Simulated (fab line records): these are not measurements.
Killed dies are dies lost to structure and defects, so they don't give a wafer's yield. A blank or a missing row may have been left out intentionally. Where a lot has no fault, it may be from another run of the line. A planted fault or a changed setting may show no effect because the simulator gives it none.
fab line records	flow nand_harc
record: lots: 5	wafers: 15	last_day: 30
route steps=1302 shown A_SLIT@944 A_SIN_REMOVE@947 A_WL_FILL@952 A_CONTACT@983 END@1302
lots that met no fault: taken from a fault-free run of the same line
start_h: the number of hours between the record's first day and the start of the first shown wafer of the lot	wait_h: how many hours have passed since the lot's step before this one	" same as the row above	L1.1+2: one row covering several wafers at once	- either no value or no given start	* or withheld: withheld	< > ~ a bound
route shown NAME@n: NAME is a module with steps in the file, n the number in the route of the first one	usual: mean/standard deviation taken from wafers without a fault	same: alike in all rows	chamber/n: place in a boat	sites: per-site readings	_std_site: their standard deviation	_edge_site: mean of outer sites minus mean of inner sites	radius_mm: how far each site lies from the wafer's centre	mask NAME#n: copy n	behind: tool/chamber where the wafer was last shaped	hold: reason for holding the lot/hours on hold/outcome of the hold	device: the n, p or np transistor that did not switch	end of line: the tests these same wafers got at the end of their route	where a step has no rows: the recipe by itself	killed: count of dies lost to structure and defects at first sort (not the wafer's yield)	map: a wafer's dies, x killed, . not, _ none there
set.NAME: the setting as run; set.NAME@STEP: as run at that earlier step	model.NAME: the simulator's own value behind a step, which no gauge read
certain route steps with their lots: each step a table, each wafer a row
services: a tool's chamber out of use, with start hour (start_h, from the record's first day; less than 0 if before it), hours out, and reason
== steps ==
step: NHARC_A_SLIT_PRECLEAN_19
recipe: time_s: *	temp_c: 50	bath_age_min: 0	chemistry: SC1
step: NHARC_A_SLIT_SRD_20
step: NHARC_A_SLIT_CD_MEAS_21
usual: cd_nm: 289.3/1.2
lot.wafer	tool	chamber	start_h	wait_h	cd_nm
L723.3	cd_sem-01	-	457.84	-	288.5
L723.4	"	-	"	"	289.3
L723.6	"	-	"	"	288.7
L727.3	cd_sem-02	-	493.63	-	289.9
L727.4	"	-	"	"	289.1
L727.5	"	-	"	"	289.1
L730.1	cd_sem-02	-	536.82	-	288.3
L730.2	"	-	"	"	287.8
L730.4	"	-	"	"	288.0
L732.2	cd_sem-01	-	560.51	-	291.1
L732.4	"	-	"	"	290.1
L732.6	"	-	"	"	290.0
L735.3	cd_sem-03	-	609.57	-	290.4
L735.4	"	-	"	"	289.7
L735.5	"	-	"	"	289.4
step: NHARC_A_SIN_REMOVE_WET_00
recipe: temp_c: 160	time_s: 15300	chemistry: H3PO4
step: NHARC_A_SIN_REMOVE_PRECLEAN_01
recipe: time_s: *	temp_c: 50	bath_age_min: 0	chemistry: SC1
step: NHARC_A_SIN_REMOVE_SRD_02
step: NHARC_A_SIN_REMOVE_INSPECT_04
usual: raw_defect_count: 363/110
lot.wafer	tool	chamber	start_h	wait_h	raw_defect_count
L723.3	defect_inspect-02	-	464.45	0.0	285
L723.4	"	-	"	"	272
L723.6	"	-	"	"	297
L727.3	defect_inspect-01	-	500.23	0.0	453
L727.4	"	-	"	"	313
L727.5	"	-	"	"	319
L730.1	defect_inspect-01	-	543.41	0.0	438
L730.2	"	-	"	"	288
L730.4	"	-	"	"	314
L732.2	defect_inspect-02	-	567.11	0.0	276
L732.4	"	-	"	"	218
L732.6	"	-	"	"	251
L735.3	defect_inspect-02	-	616.17	0.0	313
L735.4	"	-	"	"	470
L735.5	"	-	"	"	289
step: NHARC_A_WL_FILL_ALD_00
recipe: target_thk_a: 30	pulse_time_s: 3	ald_cycles: 30	temp_c: 300	material: Al2O3
step: NHARC_A_WL_FILL_RTA_01
recipe: temp_c: 1000	time_s: 5
step: NHARC_A_WL_FILL_ALD_02
recipe: target_thk_a: 20	pulse_time_s: 3	ald_cycles: 100	temp_c: 450	material: TiN
usual: heater_power_w: 1099/77	precursor_pulse_height_rel: 1.000/0.019
same: pulse_time_s: 3
lot.wafer	tool	chamber	start_h	wait_h	heater_power_w	precursor_pulse_height_rel
L723.3	ald_metal-03	1	465.16	0.1	1171	1.004
L723.6	"	3	"	"	1007	0.982
L723.4	"	0	"	"	1078	0.980
L727.3	ald_metal-04	2	500.78	0.1	1116	0.995
L727.4	"	3	"	"	1171	1.021
L727.5	"	3	"	"	1153	0.955
L730.4	ald_metal-02	2	544.00	0.1	1101	1.019
L730.1	"	3	"	"	917	0.985
L730.2	"	0	"	"	1047	0.984
L732.4	ald_metal-03	1	567.96	0.1	1174	1.027
L732.2	"	2	"	"	1192	0.993
L732.6	"	2	"	"	1134	1.002
L735.3	ald_metal-04	3	616.78	0.2	1198	0.986
L735.4	"	0	"	"	1134	1.002
L735.5	"	3	"	"	1151	1.023
step: NHARC_A_WL_FILL_CVD_03
recipe: target_thk_a: 400	temp_c: 300	pressure_torr: 40	wf6_flow_sccm: 40	h2_flow_sccm: 1600	ar_flow_sccm: 1560	time_s: 279	material: W
usual: heater_power_w: 446/30	mfc_h2_sccm: 1600/5	throttle_valve_pct: 7.88/0.27
lot.wafer	tool	chamber	start_h	wait_h	heater_power_w	mfc_h2_sccm	throttle_valve_pct
L723.4	cvd_w-01	0	465.78	0.2	423	1613	7.98
L723.3	"	1	"	"	507	1601	7.36
L723.6	"	1	"	"	496	1603	7.67
L727.4	cvd_w-01	1	501.32	0.2	516	1593	7.52
L727.3	"	0	"	"	433	1596	8.10
L727.5	"	0	"	"	437	1599	7.85
L730.2	cvd_w-02	0	544.40	0.1	457	1597	7.88
L730.1	"	1	"	"	432	1599	8.02
L730.4	"	0	"	"	436	1594	8.33
L732.2	cvd_w-02	1	568.40	0.1	425	1600	7.88
L732.4	"	1	"	"	432	1602	7.89
L732.6	"	1	"	"	433	1597	7.83
L735.3	cvd_w-01	0	617.28	0.2	428	1599	8.25
L735.4	"	1	"	"	485	1602	7.61
L735.5	"	1	"	"	493	1599	7.63
step: NHARC_A_WL_FILL_ETCHBACK_04
recipe: target_depth_a: 600	time_s: 120	chemistry: NF3
usual: drypump_motor_current_A: 5.7/0.42	oes_product_au: 1.006/0.011
lot.wafer	tool	chamber	start_h	wait_h	drypump_motor_current_A	oes_product_au	rf_hours_counter_h
L723.3	rie_metal-02	1	466.18	0.3	5.9	0.998	-
L723.4	"	1	"	"	5.9	1.008	-
L723.6	"	1	"	"	5.9	1.012	-
L727.3	rie_metal-02	1	501.66	0.2	6.0	1.024	-
L727.4	"	0	"	"	6.0	1.006	-
L727.5	"	0	"	"	6.0	1.005	-
L730.2	rie_metal-03	0	544.77	0.3	5.0	0.988	0.4
L730.1	"	1	"	"	5.1	0.993	0.4
L730.4	"	1	"	"	5.1	0.993	-
L732.2	rie_metal-03	1	568.80	0.4	5.1	1.010	0.9
L732.4	"	0	"	"	5.0	0.986	-
L732.6	"	1	"	"	5.1	1.013	-
L735.4	rie_metal-03	0	617.64	0.3	5.0	0.997	-
L735.3	"	1	"	"	5.1	1.013	-
L735.5	"	1	"	"	5.1	1.018	-
step: NHARC_A_WL_FILL_ETCHBACK_05
recipe: target_depth_a: 220	time_s: 60	temp_c: 40	chemistry: Cl2/BCl3
step: NHARC_A_WL_FILL_STRIP_27
recipe: power_w: 1500	temp_c: 250	time_s: 20	chemistry: N2/H2
usual: drypump_motor_current_A: 5.5/0.44	heater_power_w: 356/21	rf_refl_power_W: 23/7.7
lot.wafer	tool	chamber	start_h	wait_h	drypump_motor_current_A	heater_power_w	rf_hours_counter_h	rf_refl_power_W
L723.3	plasma_asher-02	0	466.75	0.2	5.9	390	-	29
L723.4	"	1	"	"	5.9	338	-	13
L723.6	"	0	"	"	5.8	385	-	30
L727.3	plasma_asher-01	0	502.02	0.1	5.2	367	-	30
L727.4	"	1	"	"	4.8	357	-	17
L727.5	"	0	"	"	5.2	381	-	32
L730.1	plasma_asher-01	1	545.15	0.1	4.8	350	3	17
L730.2	"	0	"	"	5.2	363	3	31
L730.4	"	0	"	"	5.2	363	-	31
L732.2	plasma_asher-02	1	569.17	0.1	5.9	340	30	13
L732.4	"	1	"	"	5.9	331	-	14
L732.6	"	1	"	"	5.9	333	-	13
L735.3	plasma_asher-02	0	618.00	0.1	5.8	348	-	29
L735.4	"	1	"	"	5.9	326	-	13
L735.5	"	1	"	"	5.9	327	-	14
step: NHARC_A_WL_FILL_STRIP_28
recipe: time_s: 1200	temp_c: 72.5	chemistry: post_etch_residue_remover
step: NHARC_A_WL_FILL_PRECLEAN_06
recipe: time_s: 300	chemistry: DIW
step: NHARC_A_WL_FILL_SRD_07
step: NHARC_A_WL_FILL_ANNEAL_08
recipe: temp_c: 450	time_s: 1800
step: NHARC_A_WL_FILL_ALD_10
recipe: target_thk_a: 500	pulse_time_s: 10	ald_cycles: 500	temp_c: 300	material: SiO2
usual: heater_power_w: 449/68	precursor_pulse_height_rel: 1.001/0.018
same: pulse_time_s: 10
lot.wafer	tool	chamber	start_h	wait_h	heater_power_w	precursor_pulse_height_rel
L723.3	ald_hk-04	1	472.85	0.1	441	0.988
L723.4	"	3	473.87	1.1	504	0.982
L723.6	"	2	475.40	2.6	465	0.980
L727.4	ald_hk-02	1	507.49	0.0	441	0.982
L727.3	"	3	508.52	1.1	432	1.001
L727.5	"	1	509.55	2.1	429	1.026
L730.1	ald_hk-04	3	550.06	0.1	507	1.012
L730.2	"	1	551.08	1.1	450	1.016
L730.4	"	2	"	"	457	0.971
L732.4	ald_hk-01	1	575.57	1.1	409	0.993
L732.2	"	2	"	"	408	0.979
L732.6	"	0	577.12	2.6	601	0.991
L735.3	ald_hk-02	0	627.73	0.6	408	1.004
L735.4	"	1	"	"	409	1.013
L735.5	"	3	629.28	2.1	451	1.023
step: NHARC_A_WL_FILL_ETCHBACK_16
recipe: target_depth_a: 1200	time_s: 24	c4f8_flow_sccm: withheld	o2_flow_sccm: 8	ar_flow_sccm: withheld	rf_w: 600	bias_w: 800	chemistry: C4F8/O2/Ar
step: NHARC_A_WL_FILL_STRIP_29
recipe: time_s: 20	o2_flow_sccm: 500	ar_flow_sccm: 0	bias_w: 0	chemistry: O2
step: NHARC_A_WL_FILL_ETCHBACK_17
recipe: target_depth_a: 40	time_s: 26.7	chemistry: Cl2/BCl3
usual: drypump_motor_current_A: 5.7/0.42	oes_product_au: 1.005/0.0091
lot.wafer	tool	chamber	start_h	wait_h	drypump_motor_current_A	oes_product_au	rf_hours_counter_h
L723.3	rie_metal-02	1	477.69	-	5.9	1.007	-
L723.4	"	0	"	"	6.0	1.010	-
L723.6	"	1	"	"	6.0	1.010	-
L727.3	rie_metal-03	1	512.35	-	5.1	0.992	-
L727.4	"	0	"	"	5.0	1.006	-
L727.5	"	1	"	"	5.1	0.996	-
L730.1	rie_metal-02	0	554.86	-	6.0	0.994	1.2
L730.2	"	1	"	"	5.9	0.998	1.6
L730.4	"	1	"	"	6.0	0.997	-
L732.2	rie_metal-03	1	579.37	-	5.1	1.009	1.4
L732.4	"	0	"	"	5.0	1.000	-
L732.6	"	0	"	"	5.0	0.993	-
L735.3	rie_metal-01	0	632.09	-	6.0	1.014	-
L735.4	"	1	"	"	5.7	1.022	-
L735.5	"	1	"	"	5.7	1.029	-
step: NHARC_A_WL_FILL_PRECLEAN_18
recipe: time_s: 30	chemistry: dHF
step: NHARC_A_WL_FILL_SRD_21
step: NHARC_A_WL_FILL_CVD_23
recipe: target_thk_a: 400	temp_c: 620	pressure_mtorr: 200	time_s: 800	material: poly-Si
step: NHARC_A_WL_FILL_ETCHBACK_26
recipe: target_depth_a: 520	time_s: 13.3	hbr_flow_sccm: 150	rf_w: 350	icp_w: 350	bias_w: 60	chemistry: HBr
step: NHARC_A_WL_FILL_PRECLEAN_30
recipe: time_s: 10	chemistry: dHF
step: NHARC_A_WL_FILL_SRD_14
step: NHARC_A_WL_FILL_ALD_19
recipe: target_thk_a: 20	pulse_time_s: 3	ald_cycles: 100	temp_c: 450	material: TiN
step: NHARC_A_WL_FILL_CVD_20
recipe: target_thk_a: 1000	temp_c: 400	pressure_torr: 40	wf6_flow_sccm: 40	h2_flow_sccm: 1600	ar_flow_sccm: 1560	time_s: 74	material: W
step: NHARC_A_WL_FILL_CMP_12
recipe: t_overpolish_s: 30	target_thk_nm: 100
step: NHARC_A_WL_FILL_SRD_31
step: NHARC_A_CONTACT_DEP_24
recipe: target_thk_a: 5000	temp_c: 400	pressure_torr: 6.5	rf_w: 900	teos_flow_sccm: 161.4	flow_sccm: 2650	target_thk_nm: 500	gas: O2	material: SiO2
step: NHARC_A_CONTACT_DEP_28
recipe: target_thk_a: 70000	temp_c: 400	material: aC
step: NHARC_END_SORT_01
recipe: temp_c: 25
usual: killed_at_array: 45/18	killed_at_other: 0.9/1.3	killed_at_periphery: 3.7/2.2	killed_dies: 50/18	killed_open: 3.2/1.9	killed_short: 2.4/1.6
same: gross_dies: 677
lot.wafer	tool	chamber	start_h	wait_h	killed_at_array	killed_at_other	killed_at_periphery	killed_dies	killed_open	killed_short
L723.3	prober-01	0	563.59	3.1	47	0	1	48	1	3
L723.4	prober-01	0	564.40	3.4	30	1	5	36	0	3
L723.6	prober-01	0	566.02	4.0	50	0	4	54	3	5
L727.3	prober-01	0	597.50	3.1	14	4	1	19	1	1
L727.4	prober-01	0	598.30	3.4	26	5	5	36	4	4
L727.5	prober-01	0	599.11	3.7	21	4	1	26	7	3
L730.1	prober-02	0	639.76	2.5	45	1	3	49	4	1
L730.2	prober-02	0	640.57	2.8	60	0	3	63	5	4
L730.4	prober-02	0	642.17	3.4	54	2	4	60	2	2
L732.2	prober-02	0	667.26	2.8	43	0	9	52	4	4
L732.4	prober-02	0	668.87	3.4	48	0	9	57	5	2
L732.6	prober-02	0	670.47	4.0	35	0	5	40	2	2
L735.3	prober-02	0	713.13	3.1	55	0	2	57	4	2
L735.4	prober-02	0	713.94	3.4	101	0	2	103	5	1
L735.5	prober-02	0	714.75	3.7	97	0	6	103	3	3
killed by level:class
L723.3 A_CHANNEL_HOLE_D2:chamber_film_flake=32 A_CONTACT:chamber_film_flake=3 A_CHANNEL_HOLE_D1:chamber_film_flake=2 A_CHANNEL_FILL_D1:chamber_film_flake=2 A_STAIRCASE:chamber_film_flake=2 A_WL_FILL:chamber_film_flake=2 A_ONON_D1:geometric_particle:short=1 A_CHANNEL_FILL_D1:geometric_particle:short=1
L723.4 A_CHANNEL_HOLE_D2:chamber_film_flake=12 A_WL_FILL:chamber_film_flake=9 A_CHANNEL_FILL_D1:chamber_film_flake=3 P_M1:chamber_film_flake=2 A_STAIRCASE:chamber_film_flake=2 P_GATE:geometric_particle:short=1 A_DECK1_JOINT:geometric_particle:short=1 A_ONON_D2:geometric_particle:short=1
L723.6 A_CHANNEL_HOLE_D2:chamber_film_flake=34 P_STI:geometric_particle:short=2 A_CHANNEL_FILL_D1:geometric_particle:short=2 A_CHANNEL_HOLE_D1:chamber_film_flake=2 A_CHANNEL_FILL_D1:chamber_film_flake=2 A_STAIRCASE:chamber_film_flake=2 A_WL_FILL:chamber_film_flake=2 A_CONTACT:chamber_film_flake=2
L727.3 A_CHANNEL_HOLE_D2:chamber_film_flake=8 A_DECK1_JOINT:chamber_film_flake=4 THIN_TSV:chamber_film_flake=4 P_GATE:geometric_particle:short=1 A_CHANNEL_HOLE_D1:geometric_particle:open=1 A_CHANNEL_HOLE_D1:chamber_film_flake=1
L727.4 A_CHANNEL_HOLE_D2:chamber_film_flake=10 THIN_TSV:chamber_film_flake=5 A_CHANNEL_HOLE_D1:chamber_film_flake=4 A_ONON_D2:geometric_particle:short=2 P_GATE:chamber_film_flake=2 A_STAIRCASE:chamber_film_flake=2 A_CONTACT:chamber_film_flake=2 P_STI:geometric_particle:open=1
L727.5 A_CHANNEL_HOLE_D2:chamber_film_flake=8 THIN_TSV:chamber_film_flake=4 A_CHANNEL_HOLE_D1:geometric_particle:open=3 P_M0:geometric_particle:short=1 A_ONON_D1:geometric_particle:short=1 A_ONON_D1:geometric_particle:open=1 A_CHANNEL_FILL_D1:geometric_particle:short=1 A_DECK1_JOINT:geometric_particle:open=1
L730.1 A_CHANNEL_HOLE_D1:chamber_film_flake=17 A_CHANNEL_HOLE_D2:chamber_film_flake=10 A_CONTACT:chamber_film_flake=8 A_M0:geometric_particle:open=2 A_CHANNEL_FILL_D2:chamber_film_flake=2 A_STAIRCASE:chamber_film_flake=2 P_M0:geometric_particle:open=1 A_ONON_D2:geometric_particle:open=1
L730.2 A_CHANNEL_HOLE_D1:chamber_film_flake=35 A_CHANNEL_HOLE_D2:chamber_film_flake=13 A_WL_FILL:geometric_particle:open=2 A_WL_FILL:geometric_particle:short=2 P_GATE:geometric_particle:open=1 A_DECK1_JOINT:geometric_particle:short=1 A_ONON_D2:geometric_particle:short=1 A_CONTACT:geometric_particle:open=1
L730.4 A_CHANNEL_HOLE_D1:chamber_film_flake=27 A_CHANNEL_HOLE_D2:chamber_film_flake=15 A_CONTACT:chamber_film_flake=5 P_M2:chamber_film_flake=3 THIN_TSV:chamber_film_flake=2 A_CHANNEL_FILL_D1:geometric_particle:short=1 A_ONON_D2:geometric_particle:short=1 A_WL_FILL:geometric_particle:open=1
L732.2 A_CHANNEL_HOLE_D2:chamber_film_flake=11 A_CHANNEL_HOLE_D1:chamber_film_flake=9 A_SLIT:chamber_film_flake=8 P_BONDPAD:chamber_film_flake=4 A_CHANNEL_FILL_D1:chamber_film_flake=3 A_STAIRCASE:chamber_film_flake=3 P_M0:geometric_particle:open=2 P_GATE:chamber_film_flake=2
L732.4 A_CHANNEL_HOLE_D2:chamber_film_flake=22 A_SLIT:chamber_film_flake=8 P_BONDPAD:chamber_film_flake=5 A_CHANNEL_HOLE_D1:chamber_film_flake=5 A_ONON_D1:geometric_particle:open=3 P_GATE:chamber_film_flake=3 A_STAIRCASE:chamber_film_flake=3 A_ONON_D1:geometric_particle:short=2
L732.6 A_CHANNEL_HOLE_D2:chamber_film_flake=13 A_SLIT:chamber_film_flake=6 P_BONDPAD:chamber_film_flake=4 A_STAIRCASE:chamber_film_flake=4 A_CHANNEL_FILL_D1:chamber_film_flake=3 A_CHANNEL_HOLE_D1:chamber_film_flake=3 A_WL_FILL:chamber_film_flake=2 P_STI:geometric_particle:open=1
L735.3 A_CHANNEL_HOLE_D2:chamber_film_flake=28 A_CHANNEL_HOLE_D1:chamber_film_flake=13 A_CONTACT:chamber_film_flake=3 A_ONON_D2:geometric_particle:open=2 A_BLC:chamber_film_flake=2 A_SLIT:chamber_film_flake=2 P_GATE:geometric_particle:short=1 A_CHANNEL_HOLE_D2:geometric_particle:short=1
L735.4 A_WL_FILL:unspecified=38 A_CHANNEL_HOLE_D1:chamber_film_flake=33 A_CHANNEL_HOLE_D2:chamber_film_flake=10 A_SLIT:chamber_film_flake=4 A_CONTACT:chamber_film_flake=4 A_M1:geometric_particle:open=2 A_DECK1_JOINT:chamber_film_flake=2 A_STAIRCASE:chamber_film_flake=2
L735.5 A_WL_FILL:unspecified=42 A_CHANNEL_HOLE_D2:chamber_film_flake=23 A_CHANNEL_HOLE_D1:chamber_film_flake=15 A_STAIRCASE:chamber_film_flake=4 P_STI:chamber_film_flake=3 A_WL_FILL:chamber_film_flake=3 A_CONTACT:chamber_film_flake=3 A_SLIT:chamber_film_flake=2
map L735.4 (x killed, . not)
____________x____________
_________xxxxxxx_________
_______xxxxxx.xxx._______
______xxxxxxxx.xx..______
_____xxxxxxx..xx...._____
____.xxxxxx....x.x...____
____.x.xx............____
___x..................___
___....x.x...x.x......___
__.....................__
__..x...........x......__
_...................x..._
_...x..................x_
_...x...x..............._
_.xxxx................x._
_.xxxx..x..............x_
.x.xxxxx.................
.xxxx.xx......x..........
.x.xx.x..................
....xx.x.................
....x.x..................
_...xx..x......x........_
_......................._
_.x..x.......x.........._
_......................._
_......................._
__..................x..__
__.....................__
___..................x___
___.................x.___
____.................____
____...............x.____
_____..............._____
______.............______
_______..........._______
_________......._________
____________.____________
map L723.6 (x killed, . not)
____________.____________
_________......._________
_______........xx._______
______.............______
_____..............._____
____.........x.......____
____.................____
___..............x..x.___
___...................___
__.....................__
__....................x__
_...x..........x.x......_
_.x.xx.................._
_..xx.x........x..x....._
_xxx..x................._
_..xxx.x................_
..xxxxxx............x...x
..x..x.x.................
...xxx...........x.......
..xx.....................
.x.xx.x..................
_..x...................._
_x......................_
_......................._
_...........x..........._
_......................._
__..x..................__
__..............x......__
___.x.................___
___..........x........___
____.................____
____.................____
_____.x............._____
______.............______
_______..........._______
_________......._________
____________.____________
== services ==
tool	chamber	start_h	hours	kind
rie_metal-02	0	444.27	3.3	repair
ald_metal-03	2	448.50	27.8	repair
cvd_w-02	-	450.78	13.0	pm
ald_metal-02	-	450.78	2.0	repair
rie_metal-02	-	454.00	9.0	pm
rie_metal-02	0	465.45	2.5	repair
plasma_asher-02	-	465.69	0.9	repair
ald_hk-02	-	467.62	0.9	repair
ald_metal-04	-	474.00	10.0	pm
ald_hk-01	-	475.45	10.0	pm
ald_metal-02	3	475.49	5.0	repair
rie_metal-01	1	476.46	1.5	repair
ald_metal-04	1	489.54	4.4	repair
ald_metal-03	2	508.51	46.1	repair
rie_metal-03	-	519.00	9.0	pm
plasma_asher-01	-	519.14	9.0	pm
ald_hk-02	-	529.21	10.0	pm
ald_metal-04	-	539.42	0.5	repair
cvd_w-01	-	548.00	13.0	pm
ald_metal-04	2	561.05	18.3	repair
rie_metal-01	-	575.00	9.0	pm
plasma_asher-02	-	603.30	9.0	pm
rie_metal-02	-	631.00	9.0	pm
cvd_w-02	-	631.78	13.0	pm
== key ==
first_sign: step: NHARC_END_SORT_01	reading: killed_dies	direction: up	sigmas: 3	usual: 50	struck: 103
effect: step: NHARC_END_SORT_01	reading: killed_at_array	direction: up	sigmas: 2.9	usual: 45	struck: 99
more_kills_born_at: NHARC_A_WL_FILL_CVD_03@cvd_w-01: 80
met_at NHARC_A_WL_FILL_CVD_03
struck_wafers L735.4,L735.5
tester_left_out L735
onset_between 501.32 617.28
fault: kind: chamber_particle_source	tool: cvd_w-01	chamber: 1	onset_h: 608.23	steps: NHARC_A_WL_FILL_CVD_03	rate_per_visit_cm2: 1.1054
tester_left_out: of these lots the tester's yield and bins aren't shown, on N5 and GAA mostly nor the transistor test; their killed dies are dies lost to structure and defects alone, not to doping, threshold or leakage, so they don't give the yield
